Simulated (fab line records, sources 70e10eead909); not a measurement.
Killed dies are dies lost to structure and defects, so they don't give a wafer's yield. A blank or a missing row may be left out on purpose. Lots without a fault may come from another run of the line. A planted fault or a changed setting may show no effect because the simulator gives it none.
fab line records | flow nand_harc | part 1 of 2: steps 1 to 22 of 34
record lots=5 wafers=15 last_day=24
route steps=1159 shown A_STAIRCASE@716 A_SGD_CUT@747
lots that met no fault: from a run of the same line without faults
start_h: hours from the record's first day to the start of the lot's first wafer shown | wait_h: hours since the lot's step before | " the same as in the row above | L1.1+2: a row that stands for several wafers | - no value, or no start given | * or withheld: withheld | < > ~ a bound
route shown NAME@n: a module of which the file shows steps, and the number in the route of the first | usual: mean/standard deviation of fault-free wafers | same: alike in all rows | chamber/n: place in a boat | sites: the reading at each site | _std_site: their standard deviation | _edge_site: outer sites' mean less inner sites' | radius_mm: how far each site lies from the wafer's centre | mask NAME#n: copy n | behind: the tool/chamber that last shaped the wafer | hold: why the lot was held/for how many hours/how that ended | device: the transistor (n, p or np) that didn't switch | end of line: the same wafers' tests at the end of the route | a step without rows: its recipe alone | killed: dies lost to structure and defects at the first sort, not the wafer's yield | map: a wafer's dies, x killed, . not, _ none there
set.NAME: the setting as run; set.NAME@STEP: as run at that earlier step | model.NAME: the simulator's own value behind a step, which no gauge read
lots at some steps of the route; a table a step, a row a wafer
services: from which hour (start_h, from the record's first day; less than 0 if before it) a tool's chamber was out of use, for how many hours, and why
## steps
# step NHARC_A_STAIRCASE_DEHYDRATE_433
# recipe temp_c=150 time_s=120
# usual exhaust_pa=45.0/0.87 heater_power_total_W=182.5/1.2
# columns lot.wafer tool chamber start_h wait_h exhaust_pa heater_power_total_W
L084.2 litho_track-02 0 356.96 0.1 45.7 182.0
L084.3 " 0 " " 44.5 182.8
L084.6 " 0 " " 45.5 181.4
L085.1 litho_track-07 0 377.02 0.1 45.7 183.0
L085.4 " 0 " " 44.3 181.6
L085.5 " 0 " " 46.1 181.4
L086.1 litho_track-03 0 377.03 0.1 45.5 183.0
L086.2 " 0 " " 44.6 182.1
L086.6 " 0 " " 44.7 183.2
L090.2 litho_track-07 0 394.18 0.1 44.2 182.1
L090.4 " 0 " " 45.3 181.9
L090.6 " 0 " " 46.2 184.0
L097.1 litho_track-03 0 445.64 0.1 45.6 184.0
L097.4 " 0 " " 45.6 183.7
L097.6 " 0 " " 45.1 180.8
# step NHARC_A_STAIRCASE_HMDS_434
# recipe time_s=30
# usual exhaust_pa=44.9/0.83
# columns lot.wafer tool chamber start_h wait_h exhaust_pa
L084.2 litho_track-02 0 - - 45.2
L084.3 " 0 " " 44.4
L084.6 " 0 " " 45.3
L085.1 litho_track-07 0 - - 45.2
L085.4 " 0 " " 45.0
L085.5 " 0 " " 45.6
L086.1 litho_track-03 0 - - 45.6
L086.2 " 0 " " 45.4
L086.6 " 0 " " 44.7
L090.2 litho_track-07 0 - - 46.3
L090.4 " 0 " " 44.6
L090.6 " 0 " " 47.3
L097.1 litho_track-03 0 - - 45.7
L097.4 " 0 " " 45.9
L097.6 " 0 " " 45.1
# step NHARC_A_STAIRCASE_COAT_435
# recipe spin_rpm=1200
# usual exhaust_pa=45.1/1
# columns lot.wafer tool chamber start_h wait_h exhaust_pa
L084.2 litho_track-02 0 - - 44.6
L084.3 " 0 " " 44.4
L084.6 " 0 " " 45.3
L085.1 litho_track-07 0 - - 43.0
L085.4 " 0 " " 44.0
L085.5 " 0 " " 43.7
L086.1 litho_track-03 0 - - 48.7
L086.2 " 0 " " 46.6
L086.6 " 0 " " 47.6
L090.2 litho_track-07 0 - - 44.6
L090.4 " 0 " " 45.6
L090.6 " 0 " " 44.2
L097.1 litho_track-03 0 - - 45.6
L097.4 " 0 " " 44.8
L097.6 " 0 " " 45.3
# step NHARC_A_STAIRCASE_SOFTBAKE_436
# recipe temp_c=135 time_s=170
# usual exhaust_pa=45.1/0.75 heater_power_total_W=134.4/0.91
# columns lot.wafer tool chamber start_h wait_h exhaust_pa heater_power_total_W
L084.2 litho_track-02 0 - - 45.7 134.3
L084.3 " 0 " " 44.5 133.4
L084.6 " 0 " " 43.7 133.2
L085.1 litho_track-07 0 - - 44.3 135.5
L085.4 " 0 " " 44.8 134.1
L085.5 " 0 " " 45.2 133.5
L086.1 litho_track-03 0 - - 44.3 135.1
L086.2 " 0 " " 44.3 135.7
L086.6 " 0 " " 44.8 134.2
L090.2 litho_track-07 0 - - 44.2 134.3
L090.4 " 0 " " 45.4 134.3
L090.6 " 0 " " 44.5 133.7
L097.1 litho_track-03 0 - - 45.4 133.4
L097.4 " 0 " " 45.6 133.3
L097.6 " 0 " " 45.9 134.1
# step NHARC_A_STAIRCASE_EBR_437
# usual exhaust_pa=44.9/0.87
# columns lot.wafer tool chamber start_h wait_h exhaust_pa
L084.2 litho_track-02 0 - - 43.3
L084.3 " 0 " " 46.9
L084.6 " 0 " " 45.0
L085.1 litho_track-07 0 - - 46.2
L085.4 " 0 " " 45.3
L085.5 " 0 " " 44.5
L086.1 litho_track-03 0 - - 45.0
L086.2 " 0 " " 46.0
L086.6 " 0 " " 44.8
L090.2 litho_track-07 0 - - 43.2
L090.4 " 0 " " 44.8
L090.6 " 0 " " 44.1
L097.1 litho_track-03 0 - - 45.9
L097.4 " 0 " " 45.8
L097.6 " 0 " " 45.7
# step NHARC_A_STAIRCASE_EXPOSE_438
# recipe na=0.5 dose_mj=28.97 mask_id=STAIR_REV
# usual exposure_dose_mJ_cm2=28.975/0.025
# columns lot.wafer tool chamber start_h wait_h mask exposure_dose_mJ_cm2
L084.2 krf_scanner-02 0 357.18 - STAIR_REV#0 28.992
L084.3 " 0 " " STAIR_REV#0 28.983
L084.6 " 0 " " STAIR_REV#0 28.971
L085.1 krf_scanner-01 0 377.39 - STAIR_REV#0 28.977
L085.4 " 0 " " STAIR_REV#0 28.951
L085.5 " 0 " " STAIR_REV#0 28.945
L086.1 krf_scanner-01 0 377.46 - STAIR_REV#0 28.984
L086.2 " 0 " " STAIR_REV#0 28.943
L086.6 " 0 " " STAIR_REV#0 28.957
L090.2 krf_scanner-03 0 394.68 - STAIR_REV#0 28.996
L090.4 " 0 " " STAIR_REV#0 28.989
L090.6 " 0 " " STAIR_REV#0 29.004
L097.1 krf_scanner-02 0 445.97 - STAIR_REV#0 28.953
L097.4 " 0 " " STAIR_REV#0 28.951
L097.6 " 0 " " STAIR_REV#0 28.963
# step NHARC_A_STAIRCASE_PEB_439
# recipe peb_temp_c=115 peb_time_s=130
# usual exhaust_pa=45.1/0.95 heater_power_total_W=123.86/0.21
# columns lot.wafer tool chamber start_h wait_h exhaust_pa heater_power_total_W
L084.2 litho_track-03 0 357.24 0.1 44.7 123.74
L084.3 " 0 " " 43.6 123.96
L084.6 " 0 " " 45.6 124.03
L085.1 litho_track-02 0 377.45 0.1 46.1 123.50
L085.4 " 0 " " 44.8 123.92
L085.5 " 0 " " 45.9 123.76
L086.1 litho_track-07 0 377.52 0.1 47.1 123.47
L086.2 " 0 " " 44.3 124.12
L086.6 " 0 " " 46.4 124.09
L090.2 litho_track-07 0 394.74 0.1 45.5 124.01
L090.4 " 0 " " 44.9 123.42
L090.6 " 0 " " 44.8 124.07
L097.1 litho_track-07 0 446.04 0.1 46.0 123.75
L097.4 " 0 " " 45.0 124.03
L097.6 " 0 " " 46.3 123.80
# step NHARC_A_STAIRCASE_DEVELOP_440
# recipe time_s=140
# usual exhaust_pa=44.8/0.88
# columns lot.wafer tool chamber start_h wait_h exhaust_pa
L084.2 litho_track-03 0 - - 42.8
L084.3 " 0 " " 44.4
L084.6 " 0 " " 44.2
L085.1 litho_track-02 0 - - 44.5
L085.4 " 0 " " 45.8
L085.5 " 0 " " 43.7
L086.1 litho_track-07 0 - - 45.3
L086.2 " 0 " " 43.7
L086.6 " 0 " " 44.1
L090.2 litho_track-07 0 - - 44.6
L090.4 " 0 " " 44.8
L090.6 " 0 " " 44.8
L097.1 litho_track-07 0 - - 44.8
L097.4 " 0 " " 44.7
L097.6 " 0 " " 44.7
# step NHARC_A_STAIRCASE_HARDBAKE_442
# recipe temp_c=120 time_s=140
# usual exhaust_pa=45.1/0.91 heater_power_total_W=127.29/0.22
# columns lot.wafer tool chamber start_h wait_h exhaust_pa heater_power_total_W
L084.2 litho_track-03 0 357.46 - 45.3 127.10
L084.3 " 0 " " 44.9 127.12
L084.6 " 0 " " 44.2 127.62
L085.1 litho_track-03 0 377.67 - 45.2 126.82
L085.4 " 0 " " 46.1 127.33
L085.5 " 0 " " 46.2 126.86
L086.1 litho_track-07 0 377.74 - 44.6 126.92
L086.2 " 0 " " 44.9 127.32
L086.6 " 0 " " 45.1 127.53
L090.2 litho_track-07 0 394.96 - 46.0 127.43
L090.4 " 0 " " 45.4 127.17
L090.6 " 0 " " 45.0 126.92
L097.1 litho_track-03 0 446.25 - 44.8 126.93
L097.4 " 0 " " 45.4 127.56
L097.6 " 0 " " 44.3 127.59
# step NHARC_A_STAIRCASE_DESCUM_443
# recipe time_s=3 o2_flow_sccm=200 ar_flow_sccm=0 bias_power_w=0 chemistry=O2
# usual drypump_motor_current_A=5.68/0.27 oes_product_au=0.999/0.013 rf_vpp_V=57.8/0.93 showerhead_plenum_p_Torr=1.91/0.099 throttle_valve_pct=11.311/0.0098
# columns lot.wafer tool chamber start_h wait_h drypump_motor_current_A oes_product_au rf_hours_counter_h rf_vpp_V showerhead_plenum_p_Torr throttle_valve_pct
L084.2 rie_diel-04 1 357.55 - 5.80 1.015 23 58.7 2.05 11.312
L084.3 " 0 " " 6.01 1.007 22 55.8 1.85 11.308
L084.6 " 2 " " 5.51 0.981 - 57.8 1.87 11.310
L085.1 rie_diel-06 3 377.76 - 5.74 0.977 46 57.1 2.00 11.325
L085.4 " 1 " " 6.05 0.992 47 59.2 1.91 11.293
L085.5 " 3 " " 5.76 0.976 - 57.9 2.00 11.310
L086.1 rie_diel-06 1 377.89 - 6.08 0.987 47 56.7 1.91 11.319
L086.2 " 3 " " 5.74 0.975 46 59.2 2.00 11.304
L086.6 " 2 " " 6.02 0.987 - 59.0 1.83 11.298
L090.2 rie_diel-04 0 395.06 - 6.02 1.006 35 57.3 1.85 11.326
L090.4 " 2 " " 5.53 0.977 37 57.1 1.87 11.320
L090.6 " 0 " " 6.01 1.009 - 57.2 1.85 11.315
L097.1 rie_diel-06 0 446.37 - 5.39 1.006 9 58.5 2.07 11.312
L097.6 " 1 " " 6.11 0.981 - 59.5 1.90 11.312
L097.4 " 2 " " 6.03 0.997 - 58.0 1.82 11.329
# step NHARC_A_STAIRCASE_ETCH_444
# recipe target_depth_a=1.02e+05 time_s=3400 c4f8_flow_sccm=20 o2_flow_sccm=10 ar_flow_sccm=withheld rf_w=600 bias_w=1000 chemistry=C4F8/O2
# usual oes_product_au=0.932/0.022 rf_vpp_V=806/5.6
# columns lot.wafer tool chamber start_h wait_h oes_product_au rf_hours_counter_h rf_vpp_V
L084.3 rie_diel-04 1 357.99 0.4 0.930 24 815
L084.2 " 2 " " 0.905 24 805
L084.6 " 1 " " 0.931 - 815
L085.1 rie_diel-06 3 378.18 0.4 0.920 47 811
L085.4 " 1 " " 0.916 48 806
L085.5 " 3 " " 0.916 - 812
L086.1 rie_diel-06 2 381.21 3.3 0.910 49 803
L086.2 " 0 " " 0.929 51 798
L086.6 " 2 " " 0.912 - 801
L090.2 rie_diel-04 0 395.44 0.4 0.937 35 804
L090.4 " 1 " " 0.932 37 814
L090.6 " 0 " " 0.934 - 803
L097.1 rie_diel-06 1 447.09 0.7 0.961 10 806
L097.6 " 2 " " 0.960 - 801
L097.4 " 1 " " 0.946 - 807
# step NHARC_A_STAIRCASE_STRIP_446
# recipe power_w=1500 temp_c=250 chemistry=O2
# usual drypump_motor_current_A=6.0/0.38 heater_power_w=322/22
# columns lot.wafer tool chamber start_h wait_h drypump_motor_current_A heater_power_w rf_hours_counter_h
L084.2 plasma_asher-02 1 360.04 0.1 6.0 309 58
L084.3 " 1 " " 6.0 309 -
L084.6 " 1 " " 6.0 304 -
L085.1 plasma_asher-02 0 380.21 0.0 5.4 349 2
L085.4 " 0 " " 5.4 348 -
L085.5 " 1 " " 6.1 320 -
L086.1 plasma_asher-02 1 383.64 0.4 6.0 315 4
L086.2 " 0 " " 5.4 350 4
L086.6 " 1 " " 6.1 312 -
L090.2 plasma_asher-01 0 397.52 0.1 6.5 294 39
L090.4 " 0 " " 6.4 300 -
L090.6 " 1 " " 5.8 336 -
L097.1 plasma_asher-01 0 449.24 0.1 6.4 300 58
L097.4 " 0 " " 6.5 291 -
L097.6 " 0 " " 6.5 304 -
# step NHARC_A_STAIRCASE_STRIP_447
# recipe time_s=900 temp_c=130 chemistry=SPM
# usual bath_heat_duty_pct=14.7/1.9
# columns lot.wafer tool chamber start_h wait_h bath_heat_duty_pct
L084.2 wet_bench-01 4 360.34 0.3 16.5
L084.6 " 6 " " 17.4
L084.3 " 0 " " 16.0
L085.1 wet_bench-01 1 380.56 0.3 14.1
L085.4 " 4 " " 16.5
L085.5 " 5 " " 14.2
L086.6 wet_bench-01 3 384.00 0.1 15.3
L086.2 " 4 " " 17.7
L086.1 " 6 " " 17.0
L090.6 wet_bench-05 5 397.83 0.1 12.6
L090.2 " 7 " " 19.5
L090.4 " 1 " " 15.8
L097.6 wet_bench-05 1 449.55 0.1 14.1
L097.4 " 3 " " 13.5
L097.1 " 4 " " 14.1
# step NHARC_A_STAIRCASE_PRECLEAN_448
# recipe time_s=* temp_c=50 bath_age_min=0 chemistry=SC1
# usual bath_heat_duty_pct=7.1/1
# columns lot.wafer tool chamber start_h wait_h bath_heat_duty_pct
L084.2 wet_bench-01 4 - - 7.5
L084.6 " 6 " " 8.4
L084.3 " 0 " " 7.8
L085.1 wet_bench-01 1 - - 7.3
L085.4 " 4 " " 7.6
L085.5 " 5 " " 6.5
L086.6 wet_bench-01 3 - - 7.3
L086.2 " 4 " " 8.1
L086.1 " 6 " " 8.8
L090.6 wet_bench-05 5 - - 6.7
L090.2 " 7 " " 10.4
L090.4 " 1 " " 6.8
L097.6 wet_bench-05 1 - - 7.9
L097.4 " 3 " " 6.3
L097.1 " 4 " " 6.4
# step NHARC_A_STAIRCASE_SRD_449
# columns lot.wafer tool chamber start_h wait_h
L084.2+6+3 wet_bench-01 4,6,0 - -
L085.1+4+5 wet_bench-01 1,4,5 - -
L086.6+2+1 wet_bench-01 3,4,6 - -
L090.6+2+4 wet_bench-05 5,7,1 - -
L097.6+4+1 wet_bench-05 1,3,4 - -
# step NHARC_A_STAIRCASE_CMP_450
# recipe target_thk_nm=200 material=SiO2
# usual motor_current_A=12.3/1.2
# columns lot.wafer tool chamber start_h wait_h motor_current_A
L084.3 cmp-02 3 360.81 - 13.1
L084.2 " 1 " " 10.8
L084.6 " 2 " " 13.2
L085.4 cmp-03 2 381.03 - 14.9
L085.1 " 3 " " 12.1
L085.5 " 1 " " 10.2
L086.2 cmp-01 2 384.45 - 10.7
L086.1 " 0 " " 12.4
L086.6 " 2 " " 11.3
L090.2 cmp-03 1 398.28 - 10.9
L090.4 " 2 " " 14.6
L090.6 " 0 " " 13.2
L097.4 cmp-02 3 450.03 - 13.1
L097.1 " 0 " " 11.9
L097.6 " 1 " " 10.7
# step NHARC_A_STAIRCASE_CMP_152
# usual motor_current_A=12.4/1.1
# columns lot.wafer tool chamber start_h wait_h motor_current_A
L084.3 cmp-02 3 360.88 0.1 13.3
L084.2 " 1 " " 10.8
L084.6 " 2 " " 12.2
L085.4 cmp-03 2 381.11 0.1 13.8
L085.1 " 3 " " 11.2
L085.5 " 1 " " 10.2
L086.2 cmp-01 2 384.52 0.1 11.3
L086.1 " 0 " " 12.9
L086.6 " 2 " " 11.4
L090.2 cmp-03 1 398.36 0.1 10.4
L090.4 " 2 " " 13.8
L090.6 " 0 " " 14.4
L097.4 cmp-02 3 450.10 0.1 13.4
L097.1 " 0 " " 12.1
L097.6 " 1 " " 11.5
# step NHARC_A_STAIRCASE_SRD_154
# columns lot.wafer tool chamber start_h wait_h
L084.6+3+2 wet_bench-01 0,1,3 361.16 0.0
L085.1+4+5 wet_bench-05 2,4,6 381.38 0.0
L086.2+1+6 wet_bench-05 6,7,1 384.79 0.0
L090.6+2+4 wet_bench-04 6,7,3 398.63 0.0
L097.6+1+4 wet_bench-05 0,1,4 450.37 0.0
# step NHARC_A_STAIRCASE_ETCH_403
# recipe target_depth_a=1082 chemistry=dHF material=SiO2
# columns lot.wafer tool chamber start_h wait_h
L084.6+3+2 wet_bench-01 0,1,3 361.18 0.0
L085.1+4+5 wet_bench-05 2,4,6 381.41 0.0
L086.2+1+6 wet_bench-05 6,7,1 384.82 0.0
L090.6+2+4 wet_bench-04 6,7,3 398.65 0.0
L097.6+1+4 wet_bench-05 0,1,4 450.40 0.0
# step NHARC_A_STAIRCASE_ETCHBACK_422
# recipe target_depth_a=400 over_etch_frac=0.3 time_s=74.286 ion_energy_ev=120 ch3f_flow_sccm=50 o2_flow_sccm=30 ar_flow_sccm=200 rf_w=500 bias_w=100 chemistry=CH3F/O2
# usual drypump_motor_current_A=5.62/0.25 oes_product_au=0.96/0.038 rf_vpp_V=244.4/1.9 showerhead_plenum_p_Torr=2.46/0.12 throttle_valve_pct=20.662/0.0086
# columns lot.wafer tool chamber start_h wait_h drypump_motor_current_A oes_product_au rf_hours_counter_h rf_vpp_V showerhead_plenum_p_Torr throttle_valve_pct
L084.3 rie_diel-04 3 361.35 0.2 5.25 0.98 24 243.9 2.35 20.650
L084.2 " 0 " " 6.03 0.99 24 244.0 2.38 20.667
L084.6 " 1 " " 5.77 0.98 - 246.1 2.62 20.664
L085.1 rie_diel-04 2 381.57 0.2 5.52 0.90 32 243.3 2.40 20.686
L085.4 " 0 " " 6.02 0.93 30 243.7 2.38 20.670
L085.5 " 1 " " 5.78 0.93 - 247.8 2.62 20.658
L086.2 rie_diel-05 0 384.97 0.1 5.61 0.99 9 242.4 2.33 20.656
L086.1 " 3 " " 5.39 1.01 9 246.3 2.63 20.664
L086.6 " 1 " " 5.40 0.99 - 242.9 2.41 20.661
L090.2 rie_diel-05 3 398.84 0.2 5.43 0.94 16 246.8 2.63 20.668
L090.4 " 1 " " 5.43 0.92 15 243.6 2.41 20.668
L090.6 " 0 " " 5.59 0.92 - 243.0 2.32 20.658
L097.1 rie_diel-05 0 450.55 0.1 5.57 0.92 34 242.1 2.32 20.668
L097.4 " 3 " " 5.36 0.94 35 247.5 2.62 20.677
L097.6 " 1 " " 5.46 0.92 - 244.4 2.40 20.661
# step NHARC_A_STAIRCASE_ETCH_423
# recipe target_depth_a=300 chemistry=dHF material=SiO2
# columns lot.wafer tool chamber start_h wait_h
L084.6+2+3 wet_bench-01 3,4,6 361.49 0.1
L085.1+5+4 wet_bench-04 4,6,7 381.75 0.2
L086.2+1+6 wet_bench-05 0,2,3 385.15 0.2
L090.2+4+6 wet_bench-04 0,1,3 399.02 0.2
L097.4+1+6 wet_bench-04 3,4,6 450.71 0.1
# step NHARC_A_STAIRCASE_ETCHBACK_157
# recipe target_depth_a=900 over_etch_frac=0.3 time_s=167.14 ion_energy_ev=120 ch3f_flow_sccm=50 o2_flow_sccm=30 ar_flow_sccm=200 rf_w=500 bias_w=100 chemistry=CH3F/O2
# usual drypump_motor_current_A=5.59/0.24 oes_product_au=0.97/0.035 rf_vpp_V=244.4/1.9 showerhead_plenum_p_Torr=2.46/0.12 throttle_valve_pct=20.662/0.0085
# columns lot.wafer tool chamber start_h wait_h drypump_motor_current_A oes_product_au rf_hours_counter_h rf_vpp_V showerhead_plenum_p_Torr throttle_valve_pct
L084.3 rie_diel-04 2 361.68 0.1 5.52 0.98 25 245.2 2.40 20.656
L084.2 " 0 " " 6.00 0.99 24 242.1 2.38 20.661
L084.6 " 3 " " 5.24 0.99 - 242.9 2.35 20.671
L085.1 rie_diel-04 2 381.94 0.2 5.52 0.95 32 242.2 2.40 20.655
L085.4 " 1 " " 5.80 0.97 31 246.4 2.62 20.671
L085.5 " 2 " " 5.52 0.94 - 243.3 2.40 20.650
L086.1 rie_diel-04 0 385.34 0.2 6.01 0.92 32 243.6 2.38 20.661
L086.2 " 2 " " 5.52 0.90 34 244.9 2.40 20.654
L086.6 " 0 " " 6.02 0.93 - 242.7 2.38 20.652
L090.2 rie_diel-05 3 399.20 0.2 5.40 0.99 16 246.3 2.63 20.658
L090.4 " 0 " " 5.62 0.97 16 243.4 2.32 20.664
L090.6 " 0 " " 5.60 0.96 - 242.3 2.33 20.670
L097.1 rie_diel-04 1 450.91 0.2 5.78 0.93 51 246.4 2.61 20.649
L097.6 " 1 " " 5.80 0.95 - 246.8 2.61 20.679
L097.4 " 2 " " 5.53 0.92 - 243.6 2.39 20.654
